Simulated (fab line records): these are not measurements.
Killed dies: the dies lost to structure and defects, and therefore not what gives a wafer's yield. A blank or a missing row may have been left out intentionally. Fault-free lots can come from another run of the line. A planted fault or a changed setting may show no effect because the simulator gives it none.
fab line records    flow n5Finfet
record: lots: 24  wafers: 72  lastDay: 17
route steps=1938 shown BEOL_M14@1763 BEOL_M15@1783 MIM_TOP@1838 MIM_BOT_LITHO@1863
lots that met no fault: taken from a fault-free run of the same line
startH: start of the lot's first displayed wafer, in hours after the record's first day    waitH: hours elapsed since this lot's preceding step    " identical to the entry in the row above    L1.1+2: a single row standing in for several wafers    - no value present, or no start provided    * or withheld: withheld    < > ~ a bound
route shown NAME@n: NAME is a module with steps in the file, n the number in the route of the first one    usual: average and standard deviation across the fault-free wafers    same: alike in all rows    chamber/n: place in a boat    sites: the reading at each site    _std_site: the values' standard deviation    _edge_site: outer sites' mean less inner sites'    radiusMm: how far each site lies from the wafer's centre    mask NAME#n: copy n    behind: the tool/chamber that last shaped the wafer    hold: reason for holding the lot/hours on hold/outcome of the hold    device: the n, p or np transistor that did not switch    end of line: the tests these same wafers got at the end of their route    step lacking rows: just its recipe    killed: not the wafer's yield, but the dies lost to structure and defects at the first sort    map: a wafer's dies, x killed, . not, _ none there
set.NAME: the setting that was run; set.NAME@STEP: the one run at that earlier step    model.NAME: the simulator's own value behind a step, which no gauge read
a sample of lots followed through the steps of the route, with each step as a table and each wafer as a row
services: a tool's chamber out of use, with start hour (startH, from the record's first day; less than 0 if before it), hours out, and reason
== steps ==
step: N5_BEOL_M14_SPUTTER_44
recipe: material: Ta  targetThkA: 150  tempC: 50  biasV: 80  powerW: 15000  chamberPressurePa: 0.07  timeS: 24.19
usual: cathodeDcPowerW: 15000/2.8  throttleValvePct: 29.6/1.2
same: timeS: 24.19
lot.wafer  tool           chamber  startH  waitH  cathodeDcPowerW  throttleValvePct
L074.2     pvdSputter-02  -        231.86  0.0    14999            30.8
L074.3     "              -        "       "      15001            29.0
L074.4     "              -        "       "      14999            28.9
L076.2     pvdSputter-01  -        237.63  0.0    15001            28.0
L076.5     "              -        "       "      15003            29.4
L076.6     "              -        "       "      15000            30.2
L075.3     pvdSputter-01  -        238.87  0.0    14999            30.2
L075.5     "              -        "       "      14998            27.9
L075.6     "              -        "       "      15000            28.9
L077.2     pvdSputter-03  -        258.54  0.0    15004            28.8
L077.5     "              -        "       "      15000            29.8
L077.6     "              -        "       "      15002            28.8
L080.1     pvdSputter-03  -        260.66  0.0    14998            29.0
L080.4     "              -        "       "      14998            29.7
L080.5     "              -        "       "      14996            32.4
L079.3     pvdSputter-01  -        265.70  0.0    14999            28.0
L079.5     "              -        "       "      14997            29.7
L079.6     "              -        "       "      15002            28.9
L078.1     pvdSputter-01  -        267.98  0.0    14996            29.7
L078.3     "              -        "       "      15000            27.7
L078.6     "              -        "       "      15000            28.9
L081.2     pvdSputter-01  -        275.55  0.0    14999            29.7
L081.4     "              -        "       "      15000            28.9
L081.6     "              -        "       "      15000            28.0
L083.4     pvdSputter-02  -        280.86  0.0    14995            28.6
L083.5     "              -        "       "      14994            28.8
L083.6     "              -        "       "      15000            31.0
L082.1     pvdSputter-02  -        283.70  0.0    15002            28.9
L082.2     "              -        "       "      14994            28.5
L082.4     "              -        "       "      15001            29.0
L084.3     pvdSputter-02  -        284.36  0.0    15002            28.7
L084.4     "              -        "       "      14997            30.9
L084.5     "              -        "       "      14996            29.4
L085.2     pvdSputter-01  -        296.05  0.0    14997            29.6
L085.3     "              -        "       "      15005            30.9
L085.6     "              -        "       "      15003            28.9
L086.1     pvdSputter-03  -        303.81  0.0    14995            32.2
L086.2     "              -        "       "      15001            28.8
L086.4     "              -        "       "      14998            29.5
L087.2     pvdSputter-03  -        306.59  0.0    15004            29.4
L087.3     "              -        "       "      15002            28.8
L087.6     "              -        "       "      15000            29.6
L088.1     pvdSputter-01  -        321.01  0.0    14999            28.2
L088.2     "              -        "       "      14999            28.7
L088.4     "              -        "       "      14999            29.5
L090.1     pvdSputter-03  -        322.93  0.0    15002            28.6
L090.4     "              -        "       "      15002            32.0
L090.6     "              -        "       "      15000            29.9
L091.1     pvdSputter-01  -        328.61  0.0    15002            30.6
L091.3     "              -        "       "      15001            27.6
L091.4     "              -        "       "      14999            28.9
L089.1     pvdSputter-02  -        329.92  0.0    15004            28.4
L089.4     "              -        "       "      15003            28.7
L089.6     "              -        "       "      14999            28.7
L092.2     pvdSputter-03  -        331.47  0.0    14999            32.3
L092.4     "              -        "       "      15000            31.9
L092.6     "              -        "       "      14997            28.8
L093.1     pvdSputter-02  -        335.66  0.0    14996            28.7
L093.5     "              -        "       "      14999            28.4
L093.6     "              -        "       "      14997            30.6
L094.2     pvdSputter-03  -        338.89  0.0    15000            30.0
L094.3     "              -        "       "      14997            32.0
L094.5     "              -        "       "      14999            32.3
L095.1     pvdSputter-02  -        365.61  0.0    14996            28.6
L095.2     "              -        "       "      14999            28.7
L095.4     "              -        "       "      14998            28.9
L096.2     pvdSputter-03  -        365.65  0.0    14996            31.9
L096.3     "              -        "       "      14995            29.8
L096.4     "              -        "       "      14999            29.8
L097.2     pvdSputter-02  -        379.02  0.0    15002            30.7
L097.3     "              -        "       "      14999            29.0
L097.6     "              -        "       "      15001            28.5
step: N5_BEOL_M15_CD_MEAS_10
recipe: targetCdNm: 360  landingEnergyEv: 500  detector: seInlens  polarity: opening
usual: cdNm: 360.4/1.6
lot.wafer  tool      chamber  startH  waitH  cdNm
L074.2     cdSem-01  0        233.59  -      361.2
L074.3     "         0        "       "      361.3
L074.4     "         0        "       "      360.5
L076.2     cdSem-01  0        239.35  -      358.8
L076.5     "         0        "       "      357.9
L076.6     "         0        "       "      358.0
L075.3     cdSem-01  0        240.61  -      360.6
L075.5     "         0        "       "      361.8
L075.6     "         0        "       "      362.1
L077.2     cdSem-02  0        260.28  -      360.1
L077.5     "         0        "       "      360.2
L077.6     "         0        "       "      358.2
L080.1     cdSem-03  0        262.49  -      360.3
L080.4     "         0        "       "      360.1
L080.5     "         0        "       "      358.6
L079.3     cdSem-03  0        267.55  -      362.7
L079.5     "         0        "       "      361.0
L079.6     "         0        "       "      361.5
L078.1     cdSem-01  0        269.84  -      360.1
L078.3     "         0        "       "      361.3
L078.6     "         0        "       "      362.0
L081.2     cdSem-03  0        277.28  -      360.4
L081.4     "         0        "       "      360.8
L081.6     "         0        "       "      360.4
L083.4     cdSem-02  0        282.59  -      361.3
L083.5     "         0        "       "      360.0
L083.6     "         0        "       "      359.7
L082.1     cdSem-01  0        285.55  -      359.6
L082.2     "         0        "       "      363.4
L082.4     "         0        "       "      359.5
L084.3     cdSem-02  0        286.21  -      356.8
L084.4     "         0        "       "      359.8
L084.5     "         0        "       "      360.2
L085.2     cdSem-02  0        297.95  -      358.2
L085.3     "         0        "       "      358.4
L085.6     "         0        "       "      361.3
L086.1     cdSem-02  0        305.69  -      357.3
L086.2     "         0        "       "      357.6
L086.4     "         0        "       "      357.4
L087.2     cdSem-01  0        308.32  -      362.2
L087.3     "         0        "       "      358.6
L087.6     "         0        "       "      359.4
L088.1     cdSem-01  0        322.76  -      361.9
L088.2     "         0        "       "      362.9
L088.4     "         0        "       "      362.7
L090.1     cdSem-03  0        324.74  -      361.7
L090.4     "         0        "       "      357.5
L090.6     "         0        "       "      358.1
L091.1     cdSem-02  0        330.46  -      358.6
L091.3     "         0        "       "      358.6
L091.4     "         0        "       "      360.0
L089.1     cdSem-03  0        331.91  -      358.8
L089.4     "         0        "       "      359.9
L089.6     "         0        "       "      358.0
L092.2     cdSem-02  0        333.70  -      360.2
L092.4     "         0        "       "      362.8
L092.6     "         0        "       "      362.2
L093.1     cdSem-03  0        337.72  -      359.6
L093.5     "         0        "       "      360.6
L093.6     "         0        "       "      360.9
L094.2     cdSem-01  0        340.62  -      358.9
L094.3     "         0        "       "      358.5
L094.5     "         0        "       "      358.6
L095.1     cdSem-03  0        367.33  -      360.9
L095.2     "         0        "       "      361.2
L095.4     "         0        "       "      360.3
L096.2     cdSem-02  0        367.60  -      361.9
L096.3     "         0        "       "      362.6
L096.4     "         0        "       "      359.8
L097.2     cdSem-02  0        381.05  -      362.3
L097.3     "         0        "       "      362.1
L097.6     "         0        "       "      361.7
step: N5_BEOL_M15_STRIP_64
recipe: chemistry: O2  powerW: 600  tempC: 60  pressureMtorr: 30  rfFrequencyHz: 6e+07  biasPowerW: 0  overashFraction: 0.3  o2FlowSccm: 225
usual: drypumpMotorCurrentA: 5.6/0.51  oesProductAu: 0.79/0.086  rfVppV: 3.6/0.47  showerheadPlenumPTorr: 2.09/0.077  throttleValvePct: 16.66/0.19
lot.wafer  tool        chamber  startH  waitH  drypumpMotorCurrentA  oesProductAu  rfHoursCounterH  rfVppV  showerheadPlenumPTorr  throttleValvePct
L074.2     rieDiel-05  3        -       -      5.8                   0.69          226              4.6     2.18                   16.61
L074.3     "           1        "       "      6.1                   0.81          75               3.8     2.20                   16.45
L074.4     "           2        "       "      6.7                   0.80          118              2.9     2.20                   16.30
L076.2     rieDiel-03  3        -       -      5.4                   0.69          248              3.1     2.17                   16.85
L076.5     "           2        "       "      5.1                   0.75          -                4.3     2.01                   16.74
L076.6     "           3        "       "      5.5                   0.69          -                3.5     2.17                   16.83
L075.3     rieDiel-03  0        -       -      5.9                   0.72          180              2.5     2.10                   16.88
L075.5     "           3        "       "      5.4                   0.69          -                3.4     2.17                   16.83
L075.6     "           0        "       "      5.9                   0.72          -                3.9     2.10                   16.87
L077.2     rieDiel-01  1        -       -      5.8                   0.83          68               3.2     2.13                   16.75
L077.5     "           0        "       "      4.9                   0.83          -                3.2     2.12                   16.71
L077.6     "           1        "       "      5.8                   0.82          -                3.8     2.13                   16.76
L080.1     rieDiel-03  0        -       -      5.9                   0.71          188              3.1     2.09                   16.89
L080.4     "           2        "       "      5.1                   0.74          -                3.3     2.01                   16.77
L080.5     "           0        "       "      5.9                   0.71          -                3.8     2.09                   16.89
L079.3     rieDiel-01  1        -       -      5.8                   0.82          70               3.8     2.13                   16.76
L079.5     "           0        "       "      4.9                   0.84          -                3.6     2.11                   16.72
L079.6     "           1        "       "      5.8                   0.82          -                4.4     2.13                   16.77
L078.1     rieDiel-01  1        -       -      5.8                   0.82          71               3.8     2.13                   16.75
L078.3     "           3        "       "      5.4                   0.66          231              3.3     1.98                   16.69
L078.6     "           0        "       "      4.9                   0.82          -                3.7     2.11                   16.72
L081.2     rieDiel-03  3        -       -      5.4                   0.97          3                4.3     2.17                   16.34
L081.4     "           2        "       "      5.1                   0.74          190              3.3     2.01                   16.77
L081.6     "           1        "       "      6.1                   0.86          -                3.7     2.03                   16.51
L083.4     rieDiel-01  0        -       -      4.9                   0.83          93               2.8     2.11                   16.73
L083.5     "           1        "       "      5.8                   0.82          -                4.1     2.13                   16.77
L083.6     "           2        "       "      5.0                   0.97          -                4.0     2.04                   16.66
L082.1     rieDiel-01  3        -       -      5.3                   0.67          237              3.7     1.98                   16.71
L082.2     "           0        "       "      4.9                   0.82          94               3.0     2.11                   16.74
L082.4     "           2        "       "      5.0                   0.96          13               3.6     2.04                   16.66
L084.3     rieDiel-05  2        -       -      6.7                   0.77          134              3.3     2.19                   16.31
L084.4     "           0        "       "      5.6                   0.74          152              3.3     1.95                   16.79
L084.5     "           2        "       "      6.8                   0.78          -                3.6     2.19                   16.30
L085.2     rieDiel-05  0        -       -      5.6                   0.73          156              3.1     1.95                   16.79
L085.3     "           2        "       "      6.8                   0.78          138              3.8     2.19                   16.32
L085.6     "           3        "       "      5.8                   0.68          -                2.7     2.17                   16.63
L086.1     rieDiel-03  2        -       -      5.0                   0.73          199              3.6     2.01                   16.80
L086.2     "           1        "       "      6.1                   0.84          83               4.3     2.03                   16.54
L086.4     "           0        "       "      5.9                   0.70          201              3.6     2.09                   16.92
L087.2     rieDiel-05  2        -       -      6.8                   0.77          142              3.7     2.19                   16.34
L087.3     "           1        "       "      6.1                   0.79          97               3.7     2.20                   16.47
L087.6     "           2        "       "      6.8                   0.77          -                4.0     2.19                   16.32
L088.1     rieDiel-01  3        -       -      5.3                   0.66          247              4.1     1.98                   16.71
L088.2     "           2        "       "      5.0                   0.93          24               3.2     2.04                   16.69
L088.4     "           1        "       "      5.8                   0.80          88               3.8     2.13                   16.79
L090.1     rieDiel-03  0        -       -      5.9                   0.70          207              3.7     2.09                   16.94
L090.4     "           2        "       "      5.1                   0.73          205              3.7     2.00                   16.80
L090.6     "           1        "       "      6.1                   0.83          -                4.1     2.03                   16.55
L091.1     rieDiel-03  0        -       -      5.9                   0.70          209              3.0     2.09                   16.92
L091.3     "           3        "       "      5.4                   0.92          20               2.7     2.16                   16.37
L091.4     "           2        "       "      5.1                   0.72          207              3.0     2.00                   16.82
L089.1     rieDiel-01  1        -       -      5.8                   0.80          90               4.0     2.13                   16.80
L089.4     "           0        "       "      4.9                   0.82          -                3.0     2.11                   16.76
L089.6     "           2        "       "      5.0                   0.93          -                4.0     2.04                   16.69
L092.2     rieDiel-03  3        -       -      5.4                   0.91          21               2.9     2.16                   16.37
L092.4     "           2        "       "      5.1                   0.72          209              3.7     2.00                   16.81
L092.6     "           3        "       "      5.4                   0.91          -                3.8     2.16                   16.37
L093.1     rieDiel-03  3        -       -      5.4                   0.91          23               4.0     2.16                   16.38
L093.5     "           2        "       "      5.1                   0.73          -                4.1     2.00                   16.81
L093.6     "           3        "       "      5.4                   0.92          -                4.1     2.16                   16.38
L094.2     rieDiel-01  1        -       -      5.8                   0.79          94               4.0     2.12                   16.81
L094.3     "           2        "       "      5.0                   0.91          31               3.6     2.04                   16.71
L094.5     "           1        "       "      5.8                   0.78          -                3.6     2.12                   16.81
L095.1     rieDiel-05  0        -       -      5.6                   0.72          176              2.8     1.94                   16.81
L095.2     "           1        "       "      6.1                   0.77          114              2.7     2.19                   16.50
L095.4     "           2        "       "      6.8                   0.75          159              3.8     2.18                   16.35
L096.2     rieDiel-05  2        -       -      6.8                   0.75          159              3.3     2.18                   16.37
L096.3     "           3        "       "      5.8                   0.90          11               4.3     2.17                   16.22
L096.4     "           1        "       "      6.1                   0.76          115              3.7     2.19                   16.51
L097.2     rieDiel-03  2        -       -      5.1                   0.71          222              3.0     2.00                   16.83
L097.3     "           0        "       "      5.9                   0.68          225              2.8     2.08                   16.94
L097.6     "           3        "       "      5.4                   0.88          -                3.9     2.15                   16.40
step: N5_BEOL_M15_PRE_CLEAN_42
recipe: gas: H2/He  timeS: 30  tempC: 300
usual: heaterPowerW: 464/35
same: timeS: 30
lot.wafer  tool           chamber  startH  waitH  heaterPowerW
L074.2     pvdSputter-03  -        236.03  0.0    486
L074.3     "              -        "       "      434
L074.4     "              -        "       "      514
L076.2     pvdSputter-03  -        241.98  0.0    499
L076.5     "              -        "       "      471
L076.6     "              -        "       "      517
L075.3     pvdSputter-02  -        245.05  0.0    438
L075.5     "              -        "       "      496
L075.6     "              -        "       "      421
L077.2     pvdSputter-03  -        263.22  0.0    421
L077.5     "              -        "       "      516
L077.6     "              -        "       "      477
L080.1     pvdSputter-03  -        265.36  0.0    519
L080.4     "              -        "       "      452
L080.5     "              -        "       "      477
L079.3     pvdSputter-01  -        271.00  0.0    454
L079.5     "              -        "       "      450
L079.6     "              -        "       "      483
L078.1     pvdSputter-01  -        272.62  0.0    476
L078.3     "              -        "       "      443
L078.6     "              -        "       "      400
L081.2     pvdSputter-03  -        280.24  0.0    507
L081.4     "              -        "       "      494
L081.6     "              -        "       "      495
L083.4     pvdSputter-01  -        286.49  0.0    457
L083.5     "              -        "       "      414
L083.6     "              -        "       "      438
L082.1     pvdSputter-01  -        288.21  0.0    486
L082.2     "              -        "       "      397
L082.4     "              -        "       "      440
L084.3     pvdSputter-01  -        288.93  0.0    403
L084.4     "              -        "       "      491
L084.5     "              -        "       "      502
L085.2     pvdSputter-02  -        302.85  0.0    417
L085.3     "              -        "       "      425
L085.6     "              -        "       "      432
L086.1     pvdSputter-02  -        309.25  0.0    414
L086.2     "              -        "       "      491
L086.4     "              -        "       "      438
L087.2     pvdSputter-01  -        312.24  0.0    408
L087.3     "              -        "       "      503
L087.6     "              -        "       "      511
L088.1     pvdSputter-03  -        325.45  0.0    522
L088.2     "              -        "       "      476
L088.4     "              -        "       "      495
L090.1     pvdSputter-01  -        328.09  0.0    419
L090.4     "              -        "       "      483
L090.6     "              -        "       "      504
L091.1     pvdSputter-02  -        333.38  0.0    494
L091.3     "              -        "       "      436
L091.4     "              -        "       "      425
L089.1     pvdSputter-03  -        334.63  0.0    484
L089.4     "              -        "       "      494
L089.6     "              -        "       "      465
L092.2     pvdSputter-01  -        336.08  0.0    499
L092.4     "              -        "       "      454
L092.6     "              -        "       "      498
L093.1     pvdSputter-02  -        341.06  0.0    480
L093.5     "              -        "       "      430
L093.6     "              -        "       "      447
L094.2     pvdSputter-01  -        346.02  0.0    468
L094.3     "              -        "       "      485
L094.5     "              -        "       "      402
L095.1     pvdSputter-03  -        371.54  0.0    480
L095.2     "              -        "       "      500
L095.4     "              -        "       "      433
L096.2     pvdSputter-02  -        372.40  0.0    426
L096.3     "              -        "       "      431
L096.4     "              -        "       "      481
L097.2     pvdSputter-02  -        385.56  0.0    429
L097.3     "              -        "       "      413
L097.6     "              -        "       "      488
step: N5_MIM_TOP_SPUTTER_03
recipe: material: TiN  targetThkA: 350  tempC: 200  powerW: 3000  chamberPressurePa: 0.49996  gas: Ar  reactivePartialPa: 0.37997  timeS: 89.7
usual: cathodeDcPowerW: 3000.0/0.57  throttleValvePct: 29.4/1.1
same: timeS: 89.7
lot.wafer  tool           chamber  startH  waitH  cathodeDcPowerW  throttleValvePct
L074.2     pvdSputter-01  -        241.01  0.0    3000.6           29.3
L074.3     "              -        "       "      2999.9           28.0
L074.4     "              -        "       "      3000.0           30.3
L076.2     pvdSputter-02  -        246.17  0.0    2999.8           30.9
L076.5     "              -        "       "      2999.4           31.0
L076.6     "              -        "       "      3000.1           29.2
L075.3     pvdSputter-02  -        250.43  0.0    3000.1           29.0
L075.5     "              -        "       "      3001.8           28.4
L075.6     "              -        "       "      3000.7           28.3
L077.2     pvdSputter-02  -        267.86  0.0    3000.1           28.8
L077.5     "              -        "       "      3000.3           28.9
L077.6     "              -        "       "      2999.0           28.6
L080.1     pvdSputter-01  -        270.28  0.0    2999.4           29.4
L080.4     "              -        "       "      2999.9           27.8
L080.5     "              -        "       "      2998.8           28.0
L079.3     pvdSputter-02  -        274.27  0.0    2999.9           28.6
L079.5     "              -        "       "      3000.3           28.6
L079.6     "              -        "       "      3000.4           30.8
L078.1     pvdSputter-02  -        276.53  0.0    2999.5           28.6
L078.3     "              -        "       "      2999.8           29.1
L078.6     "              -        "       "      3000.4           31.2
L081.2     pvdSputter-01  -        286.21  0.0    2999.3           30.5
L081.4     "              -        "       "      3000.1           27.8
L081.6     "              -        "       "      2999.4           28.8
L083.4     pvdSputter-02  -        290.99  0.0    2999.6           28.5
L083.5     "              -        "       "      3000.0           30.7
L083.6     "              -        "       "      3000.0           28.8
L082.1     pvdSputter-03  -        292.88  0.0    2999.9           29.5
L082.2     "              -        "       "      3000.2           32.1
L082.4     "              -        "       "      3000.5           29.7
L084.3     pvdSputter-01  -        293.73  0.0    2999.7           28.8
L084.4     "              -        "       "      2999.9           29.8
L084.5     "              -        "       "      3000.4           27.7
L085.2     pvdSputter-03  -        306.97  0.0    3000.5           32.0
L085.3     "              -        "       "      2999.6           28.6
L085.6     "              -        "       "      3000.1           32.3
L086.1     pvdSputter-02  -        314.27  0.0    3000.7           31.0
L086.2     "              -        "       "      2999.6           29.2
L086.4     "              -        "       "      3000.6           28.7
L087.2     pvdSputter-03  -        316.09  0.0    2999.7           28.8
L087.3     "              -        "       "      3000.3           32.2
L087.6     "              -        "       "      2999.5           29.8
L088.1     pvdSputter-02  -        329.68  0.0    2999.7           29.1
L088.2     "              -        "       "      2999.5           30.9
L088.4     "              -        "       "      3000.0           28.5
L090.1     pvdSputter-03  -        331.97  0.0    2999.3           32.1
L090.4     "              -        "       "      3000.7           32.1
L090.6     "              -        "       "      2999.9           28.6
L091.1     pvdSputter-01  -        338.62  0.0    2999.9           28.1
L091.3     "              -        "       "      3000.4           30.6
L091.4     "              -        "       "      2999.9           28.9
L089.1     pvdSputter-01  -        339.14  0.0    2999.7           28.9
L089.4     "              -        "       "      3000.5           29.6
L089.6     "              -        "       "      3000.5           27.9
L092.2     pvdSputter-02  -        340.76  0.0    3000.0           30.7
L092.4     "              -        "       "      3000.1           29.1
L092.6     "              -        "       "      2999.1           28.3
L093.1     pvdSputter-01  -        345.00  0.0    2999.0           30.7
L093.5     "              -        "       "      3000.9           28.9
L093.6     "              -        "       "      3000.1           27.9
L094.2     pvdSputter-03  -        350.31  0.0    3000.2           28.6
L094.3     "              -        "       "      2998.9           30.1
L094.5     "              -        "       "      3000.1           28.8
L095.1     pvdSputter-01  -        374.79  0.0    3000.3           30.7
L095.2     "              -        "       "      3001.1           28.5
L095.4     "              -        "       "      2999.7           27.9
L096.2     pvdSputter-02  -        377.48  0.0    2999.2           28.8
L096.3     "              -        "       "      2999.5           30.7
L096.4     "              -        "       "      2999.8           29.2
L097.2     pvdSputter-02  -        390.33  0.0    2999.7           28.9
L097.3     "              -        "       "      3000.1           30.8
L097.6     "              -        "       "      3001.1           28.4
step: N5_MIM_BOT_LITHO_OVL_MEAS_11
recipe: pointsPerWafer: 44
usual: MIM_BOT_OVL: 2/5
lot.wafer  tool        chamber  startH  waitH  MIM_BOT_OVL[nm]
L074.2     overlay-02  0        242.45  0.0    8
L074.3     "           0        "       "      2
L074.4     "           0        "       "      4
L076.2     overlay-01  0        247.49  0.0    1
L076.5     "           0        "       "      5
L076.6     "           0        "       "      -3
L075.3     overlay-01  0        251.80  0.0    4
L075.5     "           0        "       "      -2
L075.6     "           0        "       "      2
L077.2     overlay-02  0        269.20  0.0    -3
L077.5     "           0        "       "      7
L077.6     "           0        "       "      2
L080.1     overlay-02  0        271.44  0.0    3
L080.4     "           0        "       "      0
L080.5     "           0        "       "      7
L079.3     overlay-02  0        276.40  0.0    9
L079.5     "           0        "       "      5
L079.6     "           0        "       "      7
L078.1     overlay-01  0        278.55  0.0    -5
L078.3     "           0        "       "      -1
L078.6     "           0        "       "      2
L081.2     overlay-02  0        287.56  0.0    -2
L081.4     "           0        "       "      1
L081.6     "           0        "       "      1
L083.4     overlay-02  0        292.40  0.0    7
L083.5     "           0        "       "      3
L083.6     "           0        "       "      8
L082.1     overlay-02  0        294.29  0.0    12
L082.2     "           0        "       "      4
L082.4     "           0        "       "      0
L084.3     overlay-02  0        295.57  0.0    7
L084.4     "           0        "       "      0
L084.5     "           0        "       "      10
L085.2     overlay-01  0        308.60  0.0    -1
L085.3     "           0        "       "      -6
L085.6     "           0        "       "      3
L086.1     overlay-02  0        315.87  0.0    10
L086.2     "           0        "       "      2
L086.4     "           0        "       "      -2
L087.2     overlay-01  0        317.24  0.0    0
L087.3     "           0        "       "      4
L087.6     "           0        "       "      9
L088.1     overlay-01  0        330.89  0.0    3
L088.2     "           0        "       "      -1
L088.4     "           0        "       "      -1
L090.1     overlay-01  0        333.61  0.0    7
L090.4     "           0        "       "      2
L090.6     "           0        "       "      0
L091.1     overlay-01  0        339.98  0.0    2
L091.3     "           0        "       "      0
L091.4     "           0        "       "      -4
L089.1     overlay-01  0        340.29  0.0    3
L089.4     "           0        "       "      -4
L089.6     "           0        "       "      -3
L092.2     overlay-02  0        341.92  0.0    5
L092.4     "           0        "       "      14
L092.6     "           0        "       "      11
L093.1     overlay-02  0        346.28  0.0    -5
L093.5     "           0        "       "      -5
L093.6     "           0        "       "      6
L094.2     overlay-01  0        351.53  0.0    5
L094.3     "           0        "       "      2
L094.5     "           0        "       "      4
L095.1     overlay-01  0        376.07  0.0    13
L095.2     "           0        "       "      -5
L095.4     "           0        "       "      -3
L096.2     overlay-02  0        378.76  0.0    -2
L096.3     "           0        "       "      -9
L096.4     "           0        "       "      3
L097.2     overlay-01  0        391.59  0.0    4
L097.3     "           0        "       "      0
L097.6     "           0        "       "      4
== services ==
tool           chamber  startH  hours  kind
rieDiel-01     3        211.88  14.8   repair
rieDiel-01     2        230.42  -      clean
rieDiel-01     2        230.42  -      consumableReplace:focusRing
rieDiel-01     2        230.42  13.2   scheduledDown
rieDiel-01     2        230.42  13.2   ventCycle
rieDiel-03     3        232.01  2.0    repair
rieDiel-03     3        245.09  -      clean
rieDiel-03     3        245.09  -      consumableReplace:focusRing
rieDiel-03     3        245.09  17.9   scheduledDown
rieDiel-03     3        245.09  17.9   ventCycle
rieDiel-03     3        266.40  4.3    repair
pvdSputter-02  -        284.61  5.1    repair
rieDiel-05     3        288.80  4.2    repair
rieDiel-03     0        289.36  5.6    repair
rieDiel-05     3        307.51  -      clean
rieDiel-01     1        326.54  5.2    repair
rieDiel-01     3        331.80  -      clean
rieDiel-01     3        331.80  -      consumableReplace:focusRing
rieDiel-01     3        331.80  -      consumableReplace:showerhead
rieDiel-01     3        331.80  19.1   scheduledDown
rieDiel-01     3        331.80  19.1   ventCycle
rieDiel-03     3        343.39  5.5    repair
rieDiel-03     2        358.84  8.7    repair
rieDiel-03     1        362.26  7.0    repair
== key ==
fault none
